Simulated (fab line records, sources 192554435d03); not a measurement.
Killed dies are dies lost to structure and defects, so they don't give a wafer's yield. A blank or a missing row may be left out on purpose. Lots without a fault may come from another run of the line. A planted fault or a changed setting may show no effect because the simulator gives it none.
Which tool did it? | flow n5_finfet | 10 lots, 28 wafers sampled, at 5 steps of a route of 1938

WHAT THE GAUGES READ, wafer by wafer
The record holds no reading of a measuring or inspecting step that can be judged against a usual standard deviation.

WHICH TOOL RAN EACH LOT (tool, then ch and the chambers of the sampled wafers, then the start)
lot  | N5_PASSIVATION_VIA_ETCH_13         | N5_PASSIVATION_STRIP_14            | N5_PASSIVATION_ETCH_59            | N5_PASSIVATION_PECVD_35         | N5_PASSIVATION_PROBE_49
L401 | rie_diel-01 ch 0,1,3, day 12 02:00 | rie_diel-01 ch 0,1,3, day 12 02:11 | rie_metal-02 ch 1, day 12 04:37   | pecvd-02 ch 1,2, day 12 05:29   | prober-01, day 12 10:28
L402 | rie_diel-01 ch 1,2, day 12 10:30   | rie_diel-01 ch 1,2, day 12 10:42   | rie_metal-02 ch 1, day 12 13:16   | pecvd-03 ch 0,1,2, day 12 14:01 | -
L405 | rie_diel-04 ch 0,1,2, day 13 06:08 | rie_diel-04 ch 0,1,2, day 13 06:20 | rie_metal-02 ch 1, day 13 08:34   | pecvd-04 ch 1,2, day 13 09:17   | -
L408 | rie_diel-04 ch 0,2,3, day 14 00:48 | rie_diel-04 ch 0,2,3, day 14 01:00 | rie_metal-02 ch 1, day 14 02:45   | pecvd-03 ch 0,1,2, day 14 03:28 | prober-01, day 14 07:24
L409 | rie_diel-03 ch 2, day 15 15:19     | rie_diel-03 ch 2, day 15 15:30     | rie_metal-02 ch 0,1, day 15 17:27 | pecvd-03 ch 0,1, day 15 18:11   | -
L414 | rie_diel-04 ch 0, day 16 07:04     | rie_diel-04 ch 0, day 16 07:15     | rie_metal-02 ch 0, day 16 08:48   | pecvd-03 ch 0,1, day 16 09:30   | prober-01, day 16 13:10
L418 | rie_diel-03 ch 0,1,2, day 17 03:01 | rie_diel-03 ch 0,1,2, day 17 03:13 | rie_metal-02 ch 0,1, day 17 05:09 | pecvd-04 ch 0,1,2, day 17 05:53 | -
L420 | rie_diel-04 ch 1,2,3, day 18 08:32 | rie_diel-04 ch 1,2,3, day 18 08:44 | rie_metal-01 ch 0,1, day 18 10:20 | pecvd-02 ch 0,2, day 18 11:07   | -
L419 | rie_diel-04 ch 1,2,3, day 18 09:01 | rie_diel-04 ch 1,2,3, day 18 09:13 | rie_metal-02 ch 0,1, day 18 12:55 | pecvd-02 ch 0,2, day 18 13:44   | prober-02, day 18 17:40
L424 | rie_diel-03 ch 0,1,2, day 18 18:34 | rie_diel-03 ch 0,1,2, day 18 18:45 | rie_metal-03 ch 0,1, day 18 22:06 | pecvd-02 ch 0,2, day 18 22:53   | -
- N5_PASSIVATION_VIA_ETCH_13: etches SiO2 in CHF3/O2, target depth 660 nm, time 330 s.
- N5_PASSIVATION_STRIP_14: strips in O2.
- N5_PASSIVATION_ETCH_59: etches TaN in Cl2/BCl3, target depth 65 nm, time 34.9 s.
- N5_PASSIVATION_PECVD_35: deposits SiNx from SiH4/NH3/N2, target thk 700 nm, time 151.3 s.
- N5_PASSIVATION_PROBE_49

WHAT THE TOOLS THEMSELVES READ (means of the sampled wafers that have a number; where no wafer has one, the mark that the record gives instead)
N5_PASSIVATION_VIA_ETCH_13. Usual: CHF3_flow_sccm 50.01 sccm, standard deviation 0.13; chamber_pressure_mTorr 30.000 mTorr, standard deviation 0.027; drypump_motor_current_A 5.9 A, standard deviation 0.73; etch_rf_on_time_s 238 s, standard deviation 5.3; mfc_ar_sccm 200.1 sccm, standard deviation 0.61; oes_product_au 0.68 a.u., standard deviation 0.057; rf_vpp_V 527 V, standard deviation 12; showerhead_plenum_p_Torr 2.38 Torr, standard deviation 0.068; throttle_valve_pct 18.77 %, standard deviation 0.17.
lot  | tool        | CHF3_flow_sccm (sccm) | chamber_pressure_mTorr (mTorr) | drypump_motor_current_A (A) | etch_rf_on_time_s (s) | mfc_ar_sccm (sccm) | oes_product_au (a.u.) | rf_vpp_V (V) | showerhead_plenum_p_Torr (Torr) | throttle_valve_pct (%) | flag
L401 | rie_diel-01 | 50.04                 | 29.998                         | 5.6                         | 236                   | 199.8              | 0.70                  | 522          | 2.36                            | 18.95                  |
L402 | rie_diel-01 | 49.98                 | 30.021                         | 5.1                         | 240                   | 200.1              | 0.62                  | 532          | 2.37                            | 18.78                  |
L405 | rie_diel-04 | 49.99                 | 29.980                         | 5.5                         | 238                   | 199.9              | 0.67                  | 535          | 2.43                            | 18.70                  |
L408 | rie_diel-04 | 49.93                 | 30.016                         | 6.2                         | 240                   | 200.2              | 0.70                  | 538          | 2.38                            | 18.71                  |
L409 | rie_diel-03 | 49.86                 | 29.993                         | 6.6                         | 240                   | 199.8              | 0.65                  | 500          | 2.28                            | 19.01                  |
L414 | rie_diel-04 | 50.05                 | 30.008                         | 5.4                         | 242                   | 200.4              | 0.61                  | 538          | 2.45                            | 18.80                  |
L418 | rie_diel-03 | 50.06                 | 30.005                         | 6.1                         | 235                   | 199.7              | 0.68                  | 512          | 2.37                            | 18.74                  |
L420 | rie_diel-04 | 50.00                 | 30.015                         | 6.0                         | 238                   | 200.4              | 0.67                  | 535          | 2.37                            | 18.78                  |
L419 | rie_diel-04 | 50.01                 | 29.977                         | 6.0                         | 235                   | 199.8              | 0.67                  | 534          | 2.37                            | 18.77                  |
L424 | rie_diel-03 | 50.09                 | 30.022                         | 6.1                         | 245                   | 199.9              | 0.66                  | 512          | 2.36                            | 18.75                  |

N5_PASSIVATION_STRIP_14. Usual: chamber_pressure_mTorr 29.99 mTorr, standard deviation 0.055; drypump_motor_current_A 5.9 A, standard deviation 0.73; oes_product_au 0.76 a.u., standard deviation 0.066; rf_vpp_V 3.5 V, standard deviation 0.92; showerhead_plenum_p_Torr 2.08 Torr, standard deviation 0.06; throttle_valve_pct 16.61 %, standard deviation 0.18.
lot  | tool        | chamber_pressure_mTorr (mTorr) | drypump_motor_current_A (A) | oes_product_au (a.u.) | rf_vpp_V (V) | showerhead_plenum_p_Torr (Torr) | throttle_valve_pct (%) | flag
L401 | rie_diel-01 | 29.96                          | 5.7                         | 0.77                  | 3.7          | 2.05                            | 16.72                  |
L402 | rie_diel-01 | 29.99                          | 5.1                         | 0.69                  | 2.7          | 2.04                            | 16.49                  |
L405 | rie_diel-04 | 30.03                          | 5.5                         | 0.75                  | 5.0          | 2.13                            | 16.58                  |
L408 | rie_diel-04 | 30.00                          | 6.2                         | 0.77                  | 2.8          | 2.08                            | 16.60                  |
L409 | rie_diel-03 | 29.96                          | 6.6                         | 0.72                  | 3.5          | 2.00                            | 16.92                  |
L414 | rie_diel-04 | 30.00                          | 5.4                         | 0.69                  | 2.9          | 2.16                            | 16.74                  |
L418 | rie_diel-03 | 29.98                          | 6.1                         | 0.75                  | 4.3          | 2.07                            | 16.61                  |
L420 | rie_diel-04 | 30.06                          | 6.0                         | 0.74                  | 4.8          | 2.08                            | 16.64                  |
L419 | rie_diel-04 | 30.02                          | 6.0                         | 0.75                  | 3.9          | 2.08                            | 16.62                  |
L424 | rie_diel-03 | 29.98                          | 6.1                         | 0.74                  | 3.3          | 2.06                            | 16.61                  |

N5_PASSIVATION_ETCH_59. Usual: chamber_pressure_mTorr 10.000 mTorr, standard deviation 0.0096; drypump_motor_current_A 5.7 A, standard deviation 0.52; oes_product_au 0.80 a.u., standard deviation 0.099; throttle_valve_pct 21.15 %, standard deviation 0.14.
lot  | tool         | chamber_pressure_mTorr (mTorr) | drypump_motor_current_A (A) | oes_product_au (a.u.) | throttle_valve_pct (%) | flag
L401 | rie_metal-02 | 9.994                          | 6.1                         | 0.70                  | 21.31                  |
L402 | rie_metal-02 | 10.001                         | 6.1                         | 0.71                  | 21.28                  |
L405 | rie_metal-02 | 9.996                          | 6.1                         | 0.71                  | 21.29                  |
L408 | rie_metal-02 | 9.989                          | 6.0                         | 0.70                  | 21.32                  |
L409 | rie_metal-02 | 10.000                         | 5.7                         | 0.80                  | 21.27                  |
L414 | rie_metal-02 | 10.004                         | 5.3                         | 0.91                  | 21.19                  |
L418 | rie_metal-02 | 10.015                         | 5.6                         | 0.82                  | 21.23                  |
L420 | rie_metal-01 | 9.995                          | 5.5                         | 0.83                  | 20.95                  |
L419 | rie_metal-02 | 9.996                          | 5.6                         | 0.82                  | 21.24                  |
L424 | rie_metal-03 | 10.005                         | 5.9                         | 0.73                  | 21.10                  |

N5_PASSIVATION_PECVD_35. Usual: heater_power_w 385 W, standard deviation 110; run_length_s 195.3 s, standard deviation 0.58; showerhead_plenum_p_Torr 8.68 Torr, standard deviation 0.086; throttle_valve_pct 28.9 %, standard deviation 1.1.
lot  | tool     | heater_power_w (W) | run_length_s (s) | showerhead_plenum_p_Torr (Torr) | throttle_valve_pct (%) | flag
L401 | pecvd-02 | 442                | 195.9            | 8.64                            | 29.2                   |
L402 | pecvd-03 | 424                | 195.4            | 8.69                            | 29.3                   |
L405 | pecvd-04 | 343                | 195.3            | 8.67                            | 28.0                   |
L408 | pecvd-03 | 459                | 195.1            | 8.70                            | 29.4                   |
L409 | pecvd-03 | 500                | 137.3            | 8.77                            | 29.8                   | OFF
L414 | pecvd-03 | 497                | 166.3            | 8.77                            | 29.8                   | OFF
L418 | pecvd-04 | 316                | 195.3            | 8.71                            | 28.5                   |
L420 | pecvd-02 | 303                | 195.2            | 8.64                            | 28.0                   |
L419 | pecvd-02 | 289                | 195.4            | 8.62                            | 28.0                   |
L424 | pecvd-02 | 379                | 195.8            | 8.61                            | 28.7                   |

N5_PASSIVATION_PROBE_49. Usual: defect_limited_yield 91.4 %, standard deviation 1.5; killed_at_M0_to_M3 33, standard deviation 11; killed_at_M4_up 14, standard deviation 5.3; killed_at_contacts 13, standard deviation 6.2; killed_at_front_end 39, standard deviation 13; killed_at_other 3.1, standard deviation 2.8; killed_dies 102, standard deviation 17; killed_open 68, standard deviation 13; killed_short 32, standard deviation 7.8; sort_bin_5_function 5.1 %, standard deviation 0.95; sort_bin_6_memory 3.2 %, standard deviation 0.7; sort_bin_8_speed 0.02 %, standard deviation 0.16; sort_n_pass 1078, standard deviation 18; sort_yield_pct 91.3 %, standard deviation 1.5.
lot  | tool      | defect_limited_yield (%) | killed_at_M0_to_M3 | killed_at_M4_up | killed_at_contacts | killed_at_front_end | killed_at_other | killed_dies | killed_open | killed_short | sort_bin_5_function (%) | sort_bin_6_memory (%) | sort_bin_8_speed (%) | sort_n_pass | sort_yield_pct (%) | flag
L401 | prober-01 | 92.6                     | 33                 | 14              | 11                 | 26                  | 4.3             | 88          | 52          | 33           | 4.2                     | 2.8                   | 0.00                 | 1092        | 92.6               |
L408 | prober-01 | 92.4                     | 28                 | 14              | 11                 | 37                  | 1.0             | 90          | 61          | 29           | 4.2                     | 3.1                   | 0.00                 | 1090        | 92.4               |
L414 | prober-01 | 90.8                     | 24                 | 10              | 18                 | 51                  | 5.5             | 108         | 78          | 30           | 5.8                     | 3.2                   | 0.00                 | 1072        | 90.8               |
L419 | prober-02 | 91.3                     | 44                 | 12              | 11                 | 31                  | 4.3             | 103         | 62          | 38           | 5.3                     | 3.1                   | 0.00                 | 1077        | 91.3               |

THE ANSWER, worked out from the rows above alone
Rule: a lot is off if the mean of its wafers that have a number lies more than 3 standard deviations from the usual mean. A lot without any number at a reading at which 4 lots or more have one is off too. The other lots that the step has rows for count as sound. The gauges are gone through in route order, then the tools' own readings, and for those a lot's mean is taken as printed above. The first step at which some lot is off is used, and at that step the reading that is off furthest; a lot without a number counts as furthest.
Off: L409, L414, at N5_PASSIVATION_PECVD_35 (run_length_s).
A tool fits if, at that step or a process step before it, it ran every lot that is off, and no sound lot after the first of them. One fits: pecvd-03 at N5_PASSIVATION_PECVD_35. Its last sound lot is L408 (day 14 03:28), its first lot that is off L409 (day 15 18:11): a fault that began between those two fits.
The tool's own readings at N5_PASSIVATION_PECVD_35 bear it out: on the lots that are off they differ by more than 5 times the standard deviation of the sound lots' means. run_length_s reads 151.8 s there against 195.4 s on the sound lots.

WHAT THE SIMULATOR HAD PUT IN
Process parameter drift: pecvd-03, from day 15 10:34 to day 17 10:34, at N5_PASSIVATION_PECVD_35. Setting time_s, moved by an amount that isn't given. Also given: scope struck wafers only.
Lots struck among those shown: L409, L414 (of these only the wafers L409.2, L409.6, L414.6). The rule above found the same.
